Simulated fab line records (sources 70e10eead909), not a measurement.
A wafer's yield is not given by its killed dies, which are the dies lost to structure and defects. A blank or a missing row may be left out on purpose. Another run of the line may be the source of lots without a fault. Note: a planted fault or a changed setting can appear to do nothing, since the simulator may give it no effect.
2 desks, one fault -- flow nand_harc -- numbers are kept per desk, each desk with only its own; the story behind them comes last

AT THE METROLOGY DESK
Means of the sampled wafers that have a number, per lot and without regard to the tool the lot ran on: this is what the gauges read. The brackets show how far a lot's mean lies from the usual mean; more than 4 standard deviations puts the lot out of limits, marked OUT.
Columns: A = cd_nm at NHARC_P_CONTACT_CD_MEAS_19, usual 90.6 nm; B = overlay_x_nm at NHARC_P_M0_OVL_MEAS_10, usual 0.0 nm; C = overlay_y_nm at NHARC_P_M0_OVL_MEAS_10, usual -0.1 nm
lot,first seen here,A,B,C
L668,day 5 18:48,90.7,-0.4,-0.3
L669,day 6 01:52,92.2,1.7,-1.7
L671,day 6 12:32,88.7,0.2,-1.1
L672,day 6 21:20,92.5,-0.9,-1.0
L673,day 7 06:05,92.1,-1.0,-0.1
L677,day 8 05:26,86.8,-0.4,-0.1
L679,day 8 19:05,88.4,0.7,-1.8
L681,day 9 01:31,87.4,0.1,0.6
L683,day 9 08:16,91.3,0.3,-0.6
L682,day 9 10:17,92.3,1.1,1.7
L685,day 9 21:10,91.2,-0.2,0.7
L687,day 10 13:47,89.9,0.3,-0.2
L689,day 11 04:32,90.5,0.0,-0.2
L690,day 11 05:19,88.4,-0.2,-0.2
Result from this desk: across the 14 lots, nothing is out of limits.

AT THE TOOL OWNER'S DESK: litho_track-06
The tool's own readings at NHARC_P_M0_PEB_07 (peb time 65 s): means of the sampled wafers that have a number, for each lot that ran on this tool. The brackets show how far a lot's mean lies from the usual mean; more than 4 standard deviations puts the lot out of limits, marked OUT.
Columns: A = heater_power_total_W at NHARC_P_M0_PEB_07, usual 156.6 W
lot,first seen here,A
L673,day 7 09:40,156.8
L677,day 8 08:28,160.3 (+8.9) OUT
L679,day 8 22:07,160.1 (+8.3) OUT
This desk's verdict: out of limits on L677, L679, starting with L677 at day 8 08:28 (heater_power_total_W at NHARC_P_M0_PEB_07). In limits: L673.

BROUGHT TOGETHER
At day 8 08:28, on L677, L679, the tool owner's desk was in a position to raise an alarm.
The metrology desk saw nothing out of limits.
The metrology desk has L677, L679 on record, within its limits.
Of the lots named, all ran NHARC_P_M0_PEB_07 on litho_track-06.

WHAT WAS PUT IN BY THE SIMULATOR
Drift in process parameters on litho_track-06 at NHARC_P_M0_PEB_07, starting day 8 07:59. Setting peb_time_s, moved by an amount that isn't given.
Struck lots among those shown: L677, L679.
Each desk's first reading out of limits, in hours after the fault started: the tool owner's desk, 0.
